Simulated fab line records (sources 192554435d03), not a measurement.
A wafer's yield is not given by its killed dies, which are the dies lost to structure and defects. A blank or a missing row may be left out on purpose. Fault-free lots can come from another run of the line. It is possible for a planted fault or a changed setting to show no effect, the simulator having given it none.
8D (eight disciplines) problem report, filled in by code + flow n5_finfet + the parts of the form that need people (team, actions taken, sign-off) are left out

1. THE ISSUE
killed_at_other at N5_PASSIVATION_PROBE_49 reads a mean of 117 on 6 wafers of 2 lots; wafers without a fault read 4 with a standard deviation of 3.2. Relative to the usual mean, that is a shift of +35 standard deviations.
The first sign was on wafer L313.3 at day 17 14:05, on prober-01. The record has a number at this step for 6 wafers belonging to 2 lots. Rule for "out", or "out of limits": more than 4 standard deviations from the usual mean. The rest of the wafers with a number are treated as sound.

2. WHAT IT IS, WHAT IT ISN'T
| question                    | is                     | is not                                                         |
|-----------------------------|------------------------|----------------------------------------------------------------|
| which readings at this step | killed_at_other        | killed_at_M4_up, killed_at_contacts, killed_open, killed_short |
| which lots                  | L313, L314             | -                                                              |
| which wafers of those lots  | all that have a number | -                                                              |
| read on which tools         | prober-01, prober-02   | -                                                              |
| when                        | from day 17 14:05      | up to then (0 sound wafers)                                    |

3. WHAT RULES OUT EACH SUSPECT
Counting: a tool at a process step up to the reading stays a suspect if it ran every lot that is out and no sound lot after the first of them.
- pvd_sputter-02 at N5_BEOL_M15_DEGAS_41 (time 60 s): kept. It ran every lot that is out, first L313 (day 16 23:29), and no sound lot after that.
- rie_diel-03 at N5_MIM_TOP_ETCH_STRIP_01 (strips in O2): kept. It ran every lot that is out, first L313 (day 17 05:16), and no sound lot after that.
- rie_metal-02 at N5_PASSIVATION_ETCH_59 (etches TaN in Cl2/BCl3, target depth 65 nm, time 34.9 s): kept. It ran every lot that is out, first L313 (day 17 09:43), and no sound lot after that.
pvd_sputter-02 at N5_BEOL_M15_DEGAS_41, rie_diel-03 at N5_MIM_TOP_ETCH_STRIP_01 and rie_metal-02 at N5_PASSIVATION_ETCH_59 are what is left after counting.

4. THE CAUSE (what the simulator had put in)
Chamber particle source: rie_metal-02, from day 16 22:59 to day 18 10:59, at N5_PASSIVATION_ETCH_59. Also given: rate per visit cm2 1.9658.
After counting, 3 suspects remain, this tool included.

5. THE EFFECT CHAIN, in route order
Each row: a reading whose mean over the struck wafers that have a number lies more than 3 standard deviations from the usual. Only readings for which the record gives a usual standard deviation are gone through. hours: the time from each lot's start at the first step in this table that gives one to its start at this step, as a median over the lots. sigmas: the change in usual standard deviations.
| hours | step                    | reading              | usual  | on struck wafers | change | sigmas |
|-------|-------------------------|----------------------|--------|------------------|--------|--------|
| 0     | N5_PASSIVATION_PROBE_49 | defect_limited_yield | 90.8 % | 80.6             | -10.2  | -6.0   |
| 0     | N5_PASSIVATION_PROBE_49 | killed_at_other      | 4      | 117              | +113   | +35    |
| 0     | N5_PASSIVATION_PROBE_49 | killed_dies          | 109    | 229              | +120   | +6.0   |
| 0     | N5_PASSIVATION_PROBE_49 | sort_bin_5_function  | 5.4 %  | 11.4             | +6.0   | +5.5   |
| 0     | N5_PASSIVATION_PROBE_49 | sort_n_pass          | 1071   | 951              | -120   | -6.0   |
| 0     | N5_PASSIVATION_PROBE_49 | sort_yield_pct       | 90.8 % | 80.6             | -10.2  | -6.0   |
It contains these process steps:
- N5_PASSIVATION_PROBE_49

6. WHAT WOULD HAVE CAUGHT IT SOONER
In this record no reading fell out of limits until day 17 14:05, 15 hours after the fault had begun at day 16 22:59.
Tool readings at N5_PASSIVATION_ETCH_59 with a usual standard deviation given in the record: none out on any struck wafer, hence no alarm at a limit of 4 standard deviations on them.
Lots out: 2; of these, L314 started N5_PASSIVATION_ETCH_59 on rie_metal-02 after day 17 14:05. Holding the tool at that time would have saved it.
